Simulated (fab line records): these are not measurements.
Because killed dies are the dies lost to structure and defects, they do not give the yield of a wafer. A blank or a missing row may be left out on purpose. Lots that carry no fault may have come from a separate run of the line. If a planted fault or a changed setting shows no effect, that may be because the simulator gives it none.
fab line records	flow nand_harc
[record] lots = 12	wafers = 36	last_day = 32
route steps=1302 shown P_STI@89 P_GATE@138 END@1302
lots with no fault: from the same line, run without faults
start_h: the number of hours between the record's first day and the start of the first shown wafer of the lot	wait_h: hours since the lot's step before	" same as the row above	L1.1+2: one row covering several wafers at once	- value missing, or start not given	* or withheld: withheld	< > ~ a bound
route shown NAME@n: a module of which the file shows steps, and the number in the route of the first	usual: mean and standard deviation over wafers with no fault	same: alike in all rows	chamber/n: place in a boat	sites: readings site by site	_std_site: the values' standard deviation	_edge_site: inner sites' mean taken away from outer sites' mean	radius_mm: for every site, how far away it sits from the centre of the wafer	mask NAME#n: copy n	behind: the last tool/chamber to shape the wafer	hold: what put the lot on hold/how long, in hours/how the hold closed	device: the transistor (n, p or np) that didn't switch	end of line: the tests these same wafers got at the end of their route	a step given without rows: its recipe and nothing more	killed: the dies lost at the first sort to structure and to defects; this is not the yield of the wafer	map: per-die view of a wafer (x killed, . not killed, _ where there is no die)
set.NAME: the run value of the setting; set.NAME@STEP: its run value at that earlier step	model.NAME: the simulator's own value behind a step, which no gauge read
route steps across a sampled set of lots; one table per step, one row per wafer
services: when a tool's chamber went out of use (start_h, in hours from the record's first day, below 0 if earlier), for how many hours, and the reason
[[steps]]
[step NHARC_P_STI_ETCH_31]
[recipe] target_depth_a = 1089	time_s = 54.5	cf4_flow_sccm = 100	chf3_flow_sccm = 30	ar_flow_sccm = 0	rf_w = 500	bias_w = 200	chemistry = CF4/CHF3
[usual] drypump_motor_current_A = 5.6/0.41	oes_product_au = 0.963/0.015	rf_vpp_V = 370.7/2.1	showerhead_plenum_p_Torr = 1.57/0.056	throttle_valve_pct = 16.802/0.0096
lot.wafer	tool	chamber	start_h	wait_h	drypump_motor_current_A	oes_product_au	rf_hours_counter_h	rf_vpp_V	showerhead_plenum_p_Torr	throttle_valve_pct
L710.1	rie_diel-12	0	-	-	5.4	0.968	6.1	369.7	1.57	16.799
L710.2	"	1	"	"	5.7	0.943	4.8	372.4	1.60	16.807
L710.4	"	3	"	"	6.5	0.966	5.9	370.5	1.57	16.795
L711.3	rie_diel-12	0	-	-	5.4	0.960	6.4	370.8	1.57	16.818
L711.1	"	2	"	"	5.2	0.979	6.5	368.4	1.53	16.789
L711.6	"	3	"	"	6.4	0.967	-	369.7	1.57	16.800
L714.2	rie_diel-12	2	-	-	5.2	0.953	8.0	368.7	1.53	16.789
L714.1	"	3	"	"	6.4	0.957	7.7	370.1	1.57	16.792
L714.6	"	1	"	"	5.7	0.987	-	371.0	1.60	16.789
L715.4	rie_diel-08	1	-	-	5.9	0.969	4.6	367.4	1.50	16.800
L715.1	"	3	"	"	5.5	0.963	5.0	369.3	1.55	16.799
L715.6	"	0	"	"	5.2	0.973	-	371.2	1.67	16.801
L717.3	rie_diel-05	2	-	-	5.6	0.920	3.3	368.1	1.48	16.815
L717.2	"	3	"	"	6.2	0.926	3.5	371.4	1.58	16.806
L717.4	"	3	"	"	6.2	0.920	-	369.5	1.58	16.787
L719.4	rie_diel-12	0	-	-	5.4	0.976	2.2	369.7	1.57	16.786
L719.3	"	2	"	"	5.2	0.960	1.6	369.6	1.52	16.804
L719.6	"	3	"	"	6.4	0.967	-	371.7	1.57	16.806
L721.3	rie_diel-08	1	-	-	5.9	0.967	9.7	367.5	1.49	16.802
L721.4	"	3	"	"	5.5	0.980	9.9	369.9	1.55	16.803
L721.1	"	0	"	"	5.3	0.951	9.5	372.7	1.67	16.811
L722.2	rie_diel-05	1	-	-	5.2	0.957	6.4	372.4	1.63	16.792
L722.5	"	1	"	"	5.1	0.953	-	373.0	1.63	16.794
L722.6	"	2	"	"	5.6	0.949	-	367.9	1.48	16.809
L728.4	rie_diel-12	3	-	-	6.5	0.924	5.7	369.5	1.57	16.798
L728.2	"	0	"	"	5.3	0.932	5.8	371.0	1.57	16.795
L728.6	"	0	"	"	5.4	0.926	-	370.3	1.57	16.807
L730.4	rie_diel-12	1	-	-	5.7	0.981	6.9	372.3	1.60	16.800
L730.1	"	3	"	"	6.5	0.966	7.3	369.4	1.57	16.807
L730.5	"	1	"	"	5.7	0.976	-	371.1	1.60	16.803
L731.2	rie_diel-08	3	-	-	5.5	0.976	4.6	370.3	1.55	16.813
L731.4	"	1	"	"	5.9	0.958	5.0	366.9	1.49	16.821
L731.5	"	0	"	"	5.2	0.966	-	374.8	1.66	16.795
L732.4	rie_diel-12	0	-	-	5.4	0.957	8.0	370.5	1.57	16.802
L732.2	"	1	"	"	5.7	0.970	8.2	372.1	1.60	16.808
L732.6	"	2	"	"	5.2	0.972	-	368.7	1.52	16.799
[step NHARC_P_STI_CD_MEAS_16]
[usual] cd_nm = 200.2/1.8
lot.wafer	tool	chamber	start_h	wait_h	cd_nm
L710.1	cd_sem-01	-	43.61	-	198.0
L710.2	"	-	"	"	198.8
L710.4	"	-	"	"	199.8
L711.1	cd_sem-03	-	55.99	-	197.5
L711.3	"	-	"	"	199.5
L711.6	"	-	"	"	200.0
L714.1	cd_sem-03	-	87.45	-	201.4
L714.2	"	-	"	"	201.5
L714.6	"	-	"	"	200.1
L715.1	cd_sem-03	-	95.76	-	199.9
L715.4	"	-	"	"	200.7
L715.6	"	-	"	"	202.4
L717.2	cd_sem-03	-	115.16	-	201.1
L717.3	"	-	"	"	201.5
L717.4	"	-	"	"	205.8
L719.3	cd_sem-03	-	134.63	-	200.1
L719.4	"	-	"	"	202.5
L719.6	"	-	"	"	201.0
L721.1	cd_sem-03	-	153.65	-	199.6
L721.3	"	-	"	"	199.4
L721.4	"	-	"	"	199.8
L722.2	cd_sem-01	-	165.63	-	201.2
L722.5	"	-	"	"	200.5
L722.6	"	-	"	"	199.4
L728.2	cd_sem-02	-	223.80	-	198.3
L728.4	"	-	"	"	200.0
L728.6	"	-	"	"	198.9
L730.1	cd_sem-01	-	245.46	-	201.3
L730.4	"	-	"	"	201.1
L730.5	"	-	"	"	200.8
L731.2	cd_sem-02	-	254.92	-	201.0
L731.4	"	-	"	"	198.1
L731.5	"	-	"	"	197.6
L732.2	cd_sem-02	-	266.07	-	200.6
L732.4	"	-	"	"	199.8
L732.6	"	-	"	"	201.0
[step NHARC_P_GATE_EXPOSE_23]
[recipe] na = 1.35	target_cd_nm = 120	dose_mj = 93.91	mask_id = P_GATE
[usual] exposure_dose_mJ_cm2 = 93.90/0.099
lot.wafer	tool	chamber	start_h	wait_h	mask	exposure_dose_mJ_cm2
L710.1	arfi_scanner-02	0	95.48	-	P_GATE#0	93.99
L710.2	"	0	"	"	P_GATE#0	93.98
L710.4	"	0	"	"	P_GATE#0	94.04
L711.1	arfi_scanner-01	0	106.93	-	P_GATE#0	93.85
L711.3	"	0	"	"	P_GATE#0	93.87
L711.6	"	0	"	"	P_GATE#0	93.94
L714.1	arfi_scanner-03	0	141.34	-	P_GATE#0	93.80
L714.2	"	0	"	"	P_GATE#0	93.81
L714.6	"	0	"	"	P_GATE#0	93.89
L715.1	arfi_scanner-02	0	144.91	-	P_GATE#0	93.89
L715.4	"	0	"	"	P_GATE#0	93.96
L715.6	"	0	"	"	P_GATE#0	93.76
L717.2	arfi_scanner-01	0	166.22	-	P_GATE#0	94.04
L717.3	"	0	"	"	P_GATE#0	93.96
L717.4	"	0	"	"	P_GATE#0	93.93
L719.3	arfi_scanner-01	0	187.78	-	P_GATE#0	93.85
L719.4	"	0	"	"	P_GATE#0	93.82
L719.6	"	0	"	"	P_GATE#0	93.84
L721.1	arfi_scanner-02	0	204.58	-	P_GATE#0	93.84
L721.3	"	0	"	"	P_GATE#0	93.90
L721.4	"	0	"	"	P_GATE#0	93.96
L722.2	arfi_scanner-02	0	214.15	-	P_GATE#0	93.81
L722.5	"	0	"	"	P_GATE#0	93.99
L722.6	"	0	"	"	P_GATE#0	93.96
L728.2	arfi_scanner-01	0	273.96	-	P_GATE#0	95.93
L728.4	"	0	"	"	P_GATE#0	96.01
L728.6	"	0	"	"	P_GATE#0	95.96
L730.1	arfi_scanner-01	0	296.00	-	P_GATE#0	96.07
L730.4	"	0	"	"	P_GATE#0	96.09
L730.5	"	0	"	"	P_GATE#0	95.98
L731.2	arfi_scanner-01	0	307.54	-	P_GATE#0	95.90
L731.4	"	0	"	"	P_GATE#0	95.85
L731.5	"	0	"	"	P_GATE#0	96.06
L732.2	arfi_scanner-03	0	319.63	-	P_GATE#0	93.86
L732.4	"	0	"	"	P_GATE#0	93.98
L732.6	"	0	"	"	P_GATE#0	93.98
[step NHARC_P_GATE_STRIP_108]
[recipe] o2_flow_sccm = 500	ar_flow_sccm = 0	bias_w = 0	chemistry = O2
[usual] drypump_motor_current_A = 5.6/0.5	oes_product_au = 1.004/0.0071	rf_vpp_V = 57.8/0.78	showerhead_plenum_p_Torr = 3.55/0.13	throttle_valve_pct = 17.036/0.01
lot.wafer	tool	chamber	start_h	wait_h	drypump_motor_current_A	oes_product_au	rf_hours_counter_h	rf_vpp_V	showerhead_plenum_p_Torr	throttle_valve_pct
L710.4	rie_diel-03	1	96.43	-	6.1	1.012	6	57.3	3.70	17.035
L710.1	"	3	"	"	5.0	0.999	7	59.1	3.50	17.054
L710.2	"	0	"	"	5.7	1.011	5	57.6	3.79	17.038
L711.3	rie_diel-11	2	107.91	-	6.0	0.996	0	58.0	3.57	17.025
L711.1	"	3	"	"	6.1	0.998	0	57.1	3.35	17.014
L711.6	"	0	"	"	5.2	0.990	-	59.7	3.40	17.038
L714.2	rie_diel-03	0	142.32	-	5.7	1.001	2	58.1	3.79	17.032
L714.1	"	1	"	"	6.1	1.006	2	56.7	3.70	17.049
L714.6	"	2	"	"	5.2	1.005	-	58.3	3.58	17.039
L715.1	rie_diel-03	2	145.86	-	5.2	1.004	3	58.9	3.58	17.032
L715.4	"	3	"	"	5.0	1.008	3	57.9	3.50	17.048
L715.6	"	2	"	"	5.2	0.998	-	58.5	3.58	17.023
L717.4	rie_diel-11	0	167.16	-	5.1	1.002	5	57.5	3.40	17.035
L717.2	"	1	"	"	4.9	1.001	4	58.2	3.53	17.049
L717.3	"	3	"	"	6.1	1.002	5	56.9	3.35	17.054
L719.4	rie_diel-11	1	188.73	-	5.0	0.992	5	57.8	3.53	17.026
L719.3	"	3	"	"	6.1	0.998	5	58.4	3.35	17.035
L719.6	"	1	"	"	5.0	1.003	-	58.3	3.53	17.042
L721.4	rie_diel-10	2	205.52	-	6.3	1.002	10	56.2	3.59	17.032
L721.1	"	0	"	"	6.2	1.005	11	58.3	3.74	17.054
L721.3	"	1	"	"	5.6	0.997	8	57.4	3.43	17.031
L722.2	rie_diel-10	0	215.12	-	6.2	1.007	11	58.3	3.74	17.034
L722.5	"	2	"	"	6.4	1.018	-	58.4	3.59	17.036
L722.6	"	3	"	"	5.2	1.004	-	57.7	3.62	17.053
L728.2	rie_diel-11	1	274.93	-	4.9	1.018	0	57.6	3.52	17.018
L728.4	"	2	"	"	5.9	0.994	0	58.7	3.56	17.032
L728.6	"	0	"	"	5.1	1.011	-	56.9	3.40	17.025
L730.4	rie_diel-10	2	296.98	-	6.4	1.005	6	57.9	3.59	17.027
L730.1	"	0	"	"	6.2	1.009	5	57.9	3.73	17.043
L730.5	"	2	"	"	6.4	1.011	-	58.2	3.59	17.033
L731.2	rie_diel-10	1	308.48	-	5.6	1.002	5	57.5	3.42	17.025
L731.4	"	0	"	"	6.2	1.012	5	59.3	3.73	17.042
L731.5	"	1	"	"	5.6	1.002	-	55.4	3.42	17.019
L732.2	rie_diel-11	2	320.57	-	6.0	1.005	1	57.6	3.56	17.044
L732.4	"	0	"	"	5.1	1.006	1	57.6	3.40	17.030
L732.6	"	3	"	"	6.1	1.002	-	57.5	3.35	17.031
[step NHARC_END_SORT_01]
[recipe] temp_c = 25
[usual] killed_at_array = 56/20	killed_at_other = 1/1.3	killed_at_periphery = 3.5/2.7	killed_dies = 60/20	killed_open = 3.3/1.6	killed_short = 2.4/1.5
[same] gross_dies = 677
lot.wafer	tool	chamber	start_h	wait_h	killed_at_array	killed_at_other	killed_at_periphery	killed_dies	killed_open	killed_short
L710.1	prober-02	0	533.94	2.5	41	0	3	44	2	5
L710.2	prober-02	0	534.73	2.8	58	0	6	64	7	1
L710.4	prober-02	0	536.30	3.4	56	0	5	61	4	3
L711.1	prober-02	0	563.66	2.5	76	1	9	86	3	4
L711.3	prober-02	0	565.26	3.1	74	1	2	77	3	4
L711.6	prober-02	0	567.67	4.0	62	0	7	69	4	3
L714.1	prober-01	0	610.46	2.5	78	0	5	83	1	3
L714.2	prober-01	0	611.25	2.8	59	2	2	63	2	4
L714.6	prober-01	0	614.44	4.0	63	2	1	66	3	1
L715.1	prober-02	0	610.47	2.5	35	0	1	36	5	2
L715.4	prober-02	0	612.87	3.4	61	0	3	64	5	3
L715.6	prober-02	0	614.46	4.0	57	1	1	59	3	2
L717.2	prober-02	0	625.98	2.7	57	0	5	62	5	1
L717.3	prober-02	0	626.78	3.1	43	2	5	50	4	4
L717.4	prober-02	0	627.58	3.4	57	2	4	63	4	0
L719.3	prober-02	0	648.84	3.1	53	1	4	58	1	3
L719.4	prober-02	0	649.65	3.4	61	0	3	64	4	4
L719.6	prober-02	0	651.26	4.0	50	0	1	51	1	3
L721.1	prober-01	0	655.20	2.5	67	0	1	68	2	3
L721.3	prober-01	0	656.82	3.1	40	0	1	41	1	3
L721.4	prober-01	0	657.63	3.4	62	0	3	65	4	4
L722.2	prober-02	0	678.41	2.8	48	2	3	53	3	2
L722.5	prober-02	0	680.79	3.7	65	0	1	66	3	2
L722.6	prober-02	0	681.58	4.0	45	1	5	51	6	6
L728.2	prober-02	0	730.51	2.8	26	0	1	27	2	1
L728.4	prober-02	0	732.12	3.4	31	0	2	33	3	5
L728.6	prober-02	0	733.72	4.0	27	0	4	31	4	2
L730.1	prober-02	0	748.62	2.5	41	1	5	47	4	3
L730.4	prober-02	0	750.99	3.4	37	2	6	45	3	3
L730.5	prober-02	0	751.77	3.6	32	0	8	40	2	0
L732.2	prober-01	0	772.03	2.8	50	0	1	51	3	0
L732.4	prober-01	0	773.62	3.4	56	2	2	60	8	3
L732.6	prober-01	0	775.21	4.0	55	0	2	57	4	3
L731.2	prober-02	0	772.10	2.8	48	4	1	53	4	2
L731.4	prober-02	0	773.69	3.4	37	1	2	40	2	0
L731.5	prober-02	0	774.49	3.7	38	0	2	40	3	5
// killed by level:class
L710.1 A_CHANNEL_HOLE_D2:chamber_film_flake=12 A_CONTACT:chamber_film_flake=11 A_SGD_CUT:chamber_film_flake=4 A_SLIT:chamber_film_flake=3 A_SGD_CUT:geometric_particle:short=2 P_GATE:chamber_film_flake=2 A_STAIRCASE:chamber_film_flake=2 P_CONTACT:geometric_particle:short=1
L710.2 A_CHANNEL_HOLE_D2:chamber_film_flake=34 A_CONTACT:chamber_film_flake=10 A_SLIT:chamber_film_flake=5 A_SGD_CUT:chamber_film_flake=3 P_CONTACT:geometric_particle:open=2 P_M0:geometric_particle:open=2 A_STAIRCASE:chamber_film_flake=2 P_STI:geometric_particle:open=1
L710.4 A_CHANNEL_HOLE_D2:chamber_film_flake=32 A_CONTACT:chamber_film_flake=7 A_SLIT:chamber_film_flake=4 P_GATE:chamber_film_flake=3 A_STAIRCASE:chamber_film_flake=2 A_SGD_CUT:chamber_film_flake=2 P_GATE:geometric_particle:open=1 P_CONTACT:geometric_particle:open=1
L711.1 A_CHANNEL_HOLE_D1:chamber_film_flake=30 A_SLIT:chamber_film_flake=19 A_CHANNEL_HOLE_D2:chamber_film_flake=9 A_STAIRCASE:chamber_film_flake=4 A_WL_FILL:chamber_film_flake=4 A_M0:geometric_particle:short=3 P_ZERO_WELL:chamber_film_flake=3 P_M0:chamber_film_flake=3
L711.3 A_CHANNEL_HOLE_D1:chamber_film_flake=27 A_SLIT:chamber_film_flake=21 A_CHANNEL_HOLE_D2:chamber_film_flake=9 A_STAIRCASE:chamber_film_flake=5 A_CHANNEL_FILL_D2:chamber_film_flake=2 A_CONTACT:chamber_film_flake=2 P_ZERO_WELL:geometric_particle:short=1 A_CHANNEL_HOLE_D1:geometric_particle:open=1
L711.6 A_CHANNEL_HOLE_D1:chamber_film_flake=21 A_SLIT:chamber_film_flake=17 A_CHANNEL_HOLE_D2:chamber_film_flake=4 P_ZERO_WELL:chamber_film_flake=3 A_CHANNEL_FILL_D2:chamber_film_flake=3 A_STAIRCASE:chamber_film_flake=3 A_WL_FILL:chamber_film_flake=3 A_CONTACT:chamber_film_flake=3
L714.1 A_CHANNEL_HOLE_D1:chamber_film_flake=35 A_SLIT:chamber_film_flake=23 A_CHANNEL_HOLE_D2:chamber_film_flake=6 A_CONTACT:chamber_film_flake=5 P_GATE:chamber_film_flake=2 A_ZERO_WELL:chamber_film_flake=2 A_CHANNEL_FILL_D1:chamber_film_flake=2 A_WL_FILL:chamber_film_flake=2
L715.1 A_CHANNEL_HOLE_D2:chamber_film_flake=13 A_CHANNEL_HOLE_D1:chamber_film_flake=10 A_CHANNEL_FILL_D1:chamber_film_flake=3 A_DECK1_JOINT:chamber_film_flake=2 P_CONTACT:geometric_particle:open=1 A_DECK1_JOINT:geometric_particle:open=1 A_DECK1_JOINT:geometric_particle:short=1 A_ONON_D2:geometric_particle:open=1
L714.2 A_SLIT:chamber_film_flake=23 A_CHANNEL_HOLE_D1:chamber_film_flake=17 A_CHANNEL_HOLE_D2:chamber_film_flake=5 A_CONTACT:chamber_film_flake=5 A_ONON_D1:geometric_particle:short=3 P_GATE:chamber_film_flake=2 THIN_TSV:chamber_film_flake=2 A_DECK1_JOINT:geometric_particle:short=1
L715.4 A_CHANNEL_HOLE_D1:chamber_film_flake=25 A_CHANNEL_HOLE_D2:chamber_film_flake=23 A_CHANNEL_FILL_D1:chamber_film_flake=3 A_DECK1_JOINT:geometric_particle:open=2 A_CONTACT:chamber_film_flake=2 P_GATE:geometric_particle:open=1 A_ONON_D1:geometric_particle:short=1 A_DECK1_JOINT:geometric_particle:short=1
L714.6 A_SLIT:chamber_film_flake=25 A_CHANNEL_HOLE_D1:chamber_film_flake=18 A_CHANNEL_HOLE_D2:chamber_film_flake=10 A_CONTACT:chamber_film_flake=4 THIN_TSV:chamber_film_flake=2 P_CONTACT:geometric_particle:short=1 A_CHANNEL_HOLE_D1:geometric_particle:open=1 A_DECK1_JOINT:geometric_particle:open=1
L715.6 A_CHANNEL_HOLE_D1:chamber_film_flake=31 A_CHANNEL_HOLE_D2:chamber_film_flake=19 A_CONTACT:chamber_film_flake=3 P_CONTACT:geometric_particle:short=1 A_CHANNEL_HOLE_D1:geometric_particle:open=1 A_CHANNEL_FILL_D1:geometric_particle:short=1 A_CHANNEL_HOLE_D2:geometric_particle:open=1 STARTING-WAFER:geometric_particle:open=1
L717.2 A_CHANNEL_HOLE_D1:chamber_film_flake=30 A_CONTACT:chamber_film_flake=10 A_CHANNEL_HOLE_D2:chamber_film_flake=7 A_CHANNEL_FILL_D2:geometric_particle:open=2 P_CONTACT:chamber_film_flake=2 P_STI:geometric_particle:open=1 P_GATE:geometric_particle:short=1 A_SGD_CUT:geometric_particle:open=1
L717.3 A_CHANNEL_HOLE_D1:chamber_film_flake=15 A_CHANNEL_HOLE_D2:chamber_film_flake=10 A_CONTACT:chamber_film_flake=7 A_STAIRCASE:chamber_film_flake=2 A_WL_FILL:chamber_film_flake=2 THIN_TSV:chamber_film_flake=2 P_CONTACT:geometric_particle:open=1 P_M0:geometric_particle:open=1
L717.4 A_CHANNEL_HOLE_D1:chamber_film_flake=28 A_CONTACT:chamber_film_flake=11 A_CHANNEL_HOLE_D2:chamber_film_flake=10 A_WL_FILL:chamber_film_flake=3 P_STI:chamber_film_flake=2 P_CONTACT:chamber_film_flake=2 A_DECK1_JOINT:geometric_particle:open=1 A_CHANNEL_HOLE_D2:geometric_particle:open=1
L719.3 A_SLIT:chamber_film_flake=24 A_CHANNEL_HOLE_D2:chamber_film_flake=15 A_CONTACT:chamber_film_flake=7 A_CHANNEL_FILL_D1:geometric_particle:short=2 P_BONDPAD:chamber_film_flake=2 P_M0:geometric_particle:short=1 A_ONON_D1:geometric_particle:open=1 P_GATE:chamber_film_flake=1
L719.4 A_SLIT:chamber_film_flake=28 A_CHANNEL_HOLE_D2:chamber_film_flake=16 A_CHANNEL_HOLE_D1:chamber_film_flake=3 A_CHANNEL_FILL_D1:chamber_film_flake=3 A_CONTACT:chamber_film_flake=3 P_GATE:geometric_particle:open=1 P_CONTACT:geometric_particle:short=1 A_ONON_D1:geometric_particle:short=1
L719.6 A_SLIT:chamber_film_flake=25 A_CHANNEL_HOLE_D2:chamber_film_flake=12 A_CONTACT:chamber_film_flake=4 A_CHANNEL_HOLE_D1:chamber_film_flake=2 A_SOURCE_PLATE:geometric_particle:short=1 A_DECK1_JOINT:geometric_particle:short=1 A_ONON_D2:geometric_particle:short=1 A_BLC:geometric_particle:open=1
L721.1 A_CHANNEL_HOLE_D1:chamber_film_flake=35 A_CHANNEL_HOLE_D2:chamber_film_flake=17 A_STAIRCASE:chamber_film_flake=6 A_CHANNEL_FILL_D1:geometric_particle:short=2 A_SLIT:chamber_film_flake=2 A_CHANNEL_FILL_D1:geometric_particle:open=1 A_CHANNEL_HOLE_D2:geometric_particle:open=1 A_M0:geometric_particle:short=1
L721.3 A_CHANNEL_HOLE_D1:chamber_film_flake=16 A_CHANNEL_HOLE_D2:chamber_film_flake=13 A_STAIRCASE:chamber_film_flake=5 A_CONTACT:chamber_film_flake=3 A_ONON_D1:geometric_particle:short=2 P_M0:geometric_particle:open=1 A_WL_FILL:geometric_particle:short=1
L721.4 A_CHANNEL_HOLE_D1:chamber_film_flake=29 A_CHANNEL_HOLE_D2:chamber_film_flake=21 A_CHANNEL_FILL_D1:geometric_particle:open=2 P_GATE:chamber_film_flake=2 A_CHANNEL_FILL_D2:chamber_film_flake=2 A_SLIT:chamber_film_flake=2 P_M1:geometric_particle:short=1 A_ONON_D1:geometric_particle:short=1
L722.2 A_CHANNEL_HOLE_D1:chamber_film_flake=19 A_CHANNEL_HOLE_D2:chamber_film_flake=18 P_M1:chamber_film_flake=2 A_DECK1_JOINT:chamber_film_flake=2 A_STAIRCASE:chamber_film_flake=2 A_ONON_D1:geometric_particle:open=1 A_WL_FILL:geometric_particle:open=1 A_M0:geometric_particle:open=1
L722.5 A_CHANNEL_HOLE_D1:chamber_film_flake=28 A_CHANNEL_HOLE_D2:chamber_film_flake=19 A_DECK1_JOINT:chamber_film_flake=4 A_ONON_D2:geometric_particle:open=3 A_STAIRCASE:chamber_film_flake=2 A_SLIT:chamber_film_flake=2 A_M0:chamber_film_flake=2 A_CHANNEL_FILL_D1:geometric_particle:short=1
L722.6 A_CHANNEL_HOLE_D1:chamber_film_flake=15 A_CHANNEL_HOLE_D2:chamber_film_flake=13 A_WL_FILL:geometric_particle:short=3 P_M1:chamber_film_flake=3 A_SLIT:chamber_film_flake=2 P_CONTACT:geometric_particle:open=1 A_SOURCE_PLATE:geometric_particle:open=1 A_CHANNEL_FILL_D1:geometric_particle:open=1
L728.2 A_CHANNEL_HOLE_D1:chamber_film_flake=12 A_STAIRCASE:chamber_film_flake=4 A_SLIT:chamber_film_flake=3 A_BLC:chamber_film_flake=2 A_ONON_D1:geometric_particle:short=1 A_BLC:geometric_particle:open=1 A_M1:geometric_particle:open=1 P_GATE:chamber_film_flake=1
L728.4 A_CHANNEL_HOLE_D1:chamber_film_flake=10 A_SLIT:chamber_film_flake=4 A_BLC:chamber_film_flake=4 A_STAIRCASE:chamber_film_flake=3 A_CHANNEL_FILL_D2:geometric_particle:short=2 A_CONTACT:chamber_film_flake=2 P_CONTACT:geometric_particle:short=1 A_ONON_D1:geometric_particle:open=1
L728.6 A_CHANNEL_HOLE_D1:chamber_film_flake=8 A_CONTACT:chamber_film_flake=4 P_GATE:chamber_film_flake=3 A_STAIRCASE:chamber_film_flake=3 A_CHANNEL_FILL_D2:geometric_particle:open=2 A_SLIT:chamber_film_flake=2 A_BLC:chamber_film_flake=2 A_DECK1_JOINT:geometric_particle:short=1
L730.1 A_CHANNEL_HOLE_D1:chamber_film_flake=23 A_CONTACT:chamber_film_flake=7 P_CONTACT:chamber_film_flake=3 A_DECK1_JOINT:geometric_particle:open=2 A_SLIT:chamber_film_flake=2 P_CONTACT:geometric_particle:open=1 A_CHANNEL_FILL_D1:geometric_particle:short=1 A_DECK1_JOINT:geometric_particle:short=1
L730.4 A_CHANNEL_HOLE_D1:chamber_film_flake=18 A_STAIRCASE:chamber_film_flake=4 P_STI:chamber_film_flake=2 P_CONTACT:chamber_film_flake=2 A_CHANNEL_FILL_D2:chamber_film_flake=2 A_SLIT:chamber_film_flake=2 A_CONTACT:chamber_film_flake=2 A_BONDPAD:chamber_film_flake=2
L730.5 A_CHANNEL_HOLE_D1:chamber_film_flake=17 P_CONTACT:chamber_film_flake=8 A_SLIT:chamber_film_flake=5 A_CONTACT:chamber_film_flake=5 A_SGD_CUT:chamber_film_flake=2 A_DECK1_JOINT:geometric_particle:open=1 A_ONON_D2:geometric_particle:open=1 A_CHANNEL_FILL_D1:chamber_film_flake=1
L732.2 A_CHANNEL_HOLE_D2:chamber_film_flake=24 A_CONTACT:chamber_film_flake=7 A_SLIT:chamber_film_flake=5 A_STAIRCASE:chamber_film_flake=3 A_CHANNEL_FILL_D1:geometric_particle:open=2 A_ZERO_WELL:chamber_film_flake=2 A_WL_FILL:chamber_film_flake=2 A_BLC:chamber_film_flake=2
L731.2 A_CHANNEL_HOLE_D1:chamber_film_flake=22 A_CONTACT:chamber_film_flake=11 A_SLIT:chamber_film_flake=5 THIN_TSV:chamber_film_flake=4 A_DECK1_JOINT:chamber_film_flake=2 A_WL_FILL:chamber_film_flake=2 A_CHANNEL_HOLE_D1:geometric_particle:open=1 A_CHANNEL_FILL_D1:geometric_particle:open=1
L732.4 A_CHANNEL_HOLE_D2:chamber_film_flake=24 A_SLIT:chamber_film_flake=5 A_CONTACT:geometric_particle:open=3 A_CHANNEL_FILL_D1:chamber_film_flake=3 A_WL_FILL:chamber_film_flake=3 A_CONTACT:chamber_film_flake=3 A_BLC:chamber_film_flake=3 A_STAIRCASE:chamber_film_flake=2
L731.4 A_CHANNEL_HOLE_D1:chamber_film_flake=16 A_CONTACT:chamber_film_flake=11 A_SLIT:chamber_film_flake=5 A_CHANNEL_FILL_D1:chamber_film_flake=2 P_M1:geometric_particle:open=1 A_SGD_CUT:geometric_particle:open=1 P_ZERO_WELL:chamber_film_flake=1 A_DECK1_JOINT:chamber_film_flake=1
L731.5 A_CHANNEL_HOLE_D1:chamber_film_flake=13 A_CONTACT:chamber_film_flake=10 A_SLIT:chamber_film_flake=5 A_DECK1_JOINT:chamber_film_flake=2 P_M0:geometric_particle:short=1 A_ONON_D1:geometric_particle:open=1 A_ONON_D1:geometric_particle:short=1 A_CHANNEL_HOLE_D1:geometric_particle:open=1
L732.6 A_CHANNEL_HOLE_D2:chamber_film_flake=30 A_SLIT:chamber_film_flake=5 A_STAIRCASE:chamber_film_flake=4 A_CONTACT:chamber_film_flake=4 A_CHANNEL_FILL_D1:chamber_film_flake=2 P_GATE:geometric_particle:short=1 P_CONTACT:geometric_particle:open=1 A_SOURCE_PLATE:geometric_particle:open=1
[[services]]
tool	chamber	start_h	hours	kind
arfi_scanner-02	-	31.09	0.7	repair
arfi_scanner-02	-	38.28	0.5	repair
rie_diel-10	1	62.29	33.3	repair
rie_diel-10	-	65.50	9.0	pm
rie_diel-11	-	78.50	9.0	pm
arfi_scanner-01	-	80.00	4.0	pm
rie_diel-12	-	91.40	9.0	pm
arfi_scanner-02	-	124.61	3.1	repair
rie_diel-11	2	126.05	7.7	repair
arfi_scanner-02	-	140.00	4.0	pm
rie_diel-12	3	160.86	2.2	repair
rie_diel-10	2	182.30	7.7	repair
arfi_scanner-01	-	196.84	0.8	repair
rie_diel-11	3	235.76	19.0	repair
rie_diel-10	-	242.50	9.0	pm
arfi_scanner-02	-	246.47	2.8	repair
rie_diel-12	0	251.52	10.3	repair
arfi_scanner-01	-	252.00	4.0	pm
rie_diel-12	2	253.54	4.0	repair
rie_diel-11	-	255.50	9.0	pm
rie_diel-12	-	268.40	9.0	pm
rie_diel-11	-	277.05	0.4	repair
rie_diel-10	3	278.53	4.3	repair
arfi_scanner-01	-	280.99	1.0	repair
[[key]]
[first_sign] step = NHARC_P_GATE_EXPOSE_23	reading = exposure_dose_mJ_cm2	direction = up	sigmas = 21	usual = 93.90	struck = 95.98
effect none on later readings
met_at NHARC_P_GATE_EXPOSE_23
struck_lots L728,L730,L731
tester_left_out L728,L730,L731
not_acting_at NHARC_P_STI_ETCH_31,NHARC_P_STI_CD_MEAS_16,NHARC_P_GATE_STRIP_108
onset_between 187.78 273.96
[fault] kind = process_parameter_drift	tool = arfi_scanner-01	chamber = -	onset_h = 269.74	steps = NHARC_P_GATE_EXPOSE_23	channel = dose_mj	offset = 2.0325	shape = step	acts_in = these_recipes_only	stated = 93.91
// tester_left_out: of these lots the tester's yield and bins aren't shown, on N5 and GAA mostly nor the transistor test; their killed dies are dies lost to structure and defects alone, not to doping, threshold or leakage, so they don't give the yield
